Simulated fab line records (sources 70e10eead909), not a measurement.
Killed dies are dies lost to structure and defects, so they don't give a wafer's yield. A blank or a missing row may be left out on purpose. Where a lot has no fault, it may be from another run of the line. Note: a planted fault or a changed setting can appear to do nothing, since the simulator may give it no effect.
Matching of chambers :: flow nandHarc :: 4 sister chambers for NHARC_A_WL_FILL_CMP_12 on cmp-02
The step polishes, t overpolish 30 s, target thk 100 nm. 22 wafers are shown with their chamber, then 11 later ones without.

== EACH WAFER AND ITS CHAMBER ==
wafer: L074.1
chamber: 1
motorCurrentA (A): 12.2
timeToEndpointS (s): 21.6
overpolishRunS (s): 30.006

wafer: L074.2
chamber: 2
motorCurrentA (A): 12.3
timeToEndpointS (s): 22.5
overpolishRunS (s): 29.998

wafer: L074.6
chamber: 3
motorCurrentA (A): 10.4
timeToEndpointS (s): 27.2
overpolishRunS (s): 29.997

wafer: L076.1
chamber: 1
motorCurrentA (A): 11.7
timeToEndpointS (s): 17.0
overpolishRunS (s): 30.009

wafer: L076.2
chamber: 2
motorCurrentA (A): 12.3
timeToEndpointS (s): 20.8
overpolishRunS (s): 30.001

wafer: L076.5
chamber: 3
motorCurrentA (A): 10.3
timeToEndpointS (s): 22.0
overpolishRunS (s): 30.002

wafer: L081.1
chamber: 1
motorCurrentA (A): 12.6
timeToEndpointS (s): 16.7
overpolishRunS (s): 30.013

wafer: L081.3
chamber: 2
motorCurrentA (A): 12.6
timeToEndpointS (s): 18.7
overpolishRunS (s): 29.994

wafer: L081.6
chamber: 0
motorCurrentA (A): 13.7
timeToEndpointS (s): 21.1
overpolishRunS (s): 29.985

wafer: L084.3
chamber: 0
motorCurrentA (A): 13.3
timeToEndpointS (s): 23.2
overpolishRunS (s): 30.000

wafer: L084.5
chamber: 3
motorCurrentA (A): 10.4
timeToEndpointS (s): 22.6
overpolishRunS (s): 29.995

wafer: L084.6
chamber: 2
motorCurrentA (A): 13.1
timeToEndpointS (s): 20.6
overpolishRunS (s): 30.007

wafer: L085.3
chamber: 2
motorCurrentA (A): 13.6
timeToEndpointS (s): 20.4
overpolishRunS (s): 29.994

wafer: L085.5
chamber: 0
motorCurrentA (A): 14.0
timeToEndpointS (s): 20.5
overpolishRunS (s): 30.007

wafer: L085.6
chamber: 1
motorCurrentA (A): 12.3
timeToEndpointS (s): 17.9
overpolishRunS (s): 29.987

wafer: L089.1
chamber: 0
motorCurrentA (A): 13.4
timeToEndpointS (s): 20.3
overpolishRunS (s): 30.004

wafer: L089.3
chamber: 3
motorCurrentA (A): 10.3
timeToEndpointS (s): 25.3
overpolishRunS (s): 30.003

wafer: L089.4
chamber: 2
motorCurrentA (A): 12.7
timeToEndpointS (s): 19.0
overpolishRunS (s): 30.004

wafer: L088.4
chamber: 0
motorCurrentA (A): 13.7
timeToEndpointS (s): 21.4
overpolishRunS (s): 30.004

wafer: L088.5
chamber: 2
motorCurrentA (A): 12.5
timeToEndpointS (s): 19.1
overpolishRunS (s): 30.000

wafer: L088.6
chamber: 1
motorCurrentA (A): 12.5
timeToEndpointS (s): 16.6
overpolishRunS (s): 29.988

wafer: L091.2
chamber: 3
motorCurrentA (A): 10.4
timeToEndpointS (s): 19.6
overpolishRunS (s): 30.013

SIGNATURES, as means of the wafers listed above
reading: motorCurrentA
chamber 0: 13.620
chamber 1: 12.260
chamber 2: 12.729
chamber 3: 10.360
scatter within a chamber: 0.345

reading: timeToEndpointS
chamber 0: 21.300
chamber 1: 17.960
chamber 2: 20.157
chamber 3: 23.340
scatter within a chamber: 1.95

reading: overpolishRunS
chamber 0: 30.00000
chamber 1: 30.00060
chamber 2: 29.99971
chamber 3: 30.00200
scatter within a chamber: 0.0083
Rule: for each reading, subtract the chamber's mean from the wafer's reading, divide by that reading's scatter and square the result; add these up over the readings and take the root, which gives the wafer's distance from the chamber. If the next closest chamber is less than 2 further off than the closest, the wafer can't be placed; otherwise it belongs to the closest. How the scatter is found: for the shown wafers, subtract from each reading the mean of its chamber, square and add these, divide the total by (wafers less chambers), then take the root.

== WAFERS MISSING THEIR CHAMBER ==
wafer: L091.3
motorCurrentA (A): 12.9
timeToEndpointS (s): 18.7
overpolishRunS (s): 30.000

wafer: L091.6
motorCurrentA (A): 12.2
timeToEndpointS (s): 19.3
overpolishRunS (s): 30.011

wafer: L095.1
motorCurrentA (A): 12.2
timeToEndpointS (s): 17.7
overpolishRunS (s): 29.997

wafer: L095.4
motorCurrentA (A): 10.6
timeToEndpointS (s): 20.9
overpolishRunS (s): 29.992

wafer: L095.5
motorCurrentA (A): 12.5
timeToEndpointS (s): 16.1
overpolishRunS (s): 29.996

wafer: L096.1
motorCurrentA (A): 11.8
timeToEndpointS (s): 19.6
overpolishRunS (s): 30.009

wafer: L096.3
motorCurrentA (A): 10.3
timeToEndpointS (s): 22.0
overpolishRunS (s): 30.006

wafer: L096.4
motorCurrentA (A): 13.5
timeToEndpointS (s): 21.6
overpolishRunS (s): 30.004

wafer: L097.2
motorCurrentA (A): 13.2
timeToEndpointS (s): 19.7
overpolishRunS (s): 29.994

wafer: L097.4
motorCurrentA (A): 12.2
timeToEndpointS (s): 16.2
overpolishRunS (s): 29.995

wafer: L097.5
motorCurrentA (A): 10.9
timeToEndpointS (s): 24.2
overpolishRunS (s): 29.991

== EACH ONE'S CHAMBER ==
wafer: L091.3
from the rows above: can't be placed: 2 or 1 or 0
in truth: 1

wafer: L091.6
from the rows above: can't be placed: 1 or 2
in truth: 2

wafer: L095.1
from the rows above: can't be placed: 1 or 2
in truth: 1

wafer: L095.4
from the rows above: 3
in truth: 3

wafer: L095.5
from the rows above: can't be placed: 1 or 2
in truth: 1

wafer: L096.1
from the rows above: can't be placed: 1 or 2
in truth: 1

wafer: L096.3
from the rows above: 3
in truth: 3

wafer: L096.4
from the rows above: can't be placed: 0 or 2
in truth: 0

wafer: L097.2
from the rows above: can't be placed: 2 or 0 or 1
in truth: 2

wafer: L097.4
from the rows above: can't be placed: 1 or 2
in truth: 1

wafer: L097.5
from the rows above: 3
in truth: 3
3 of 11 placed correctly. Not placeable from these rows: 8 (in 8, the candidates include the true chamber). Placed wrongly: 0.
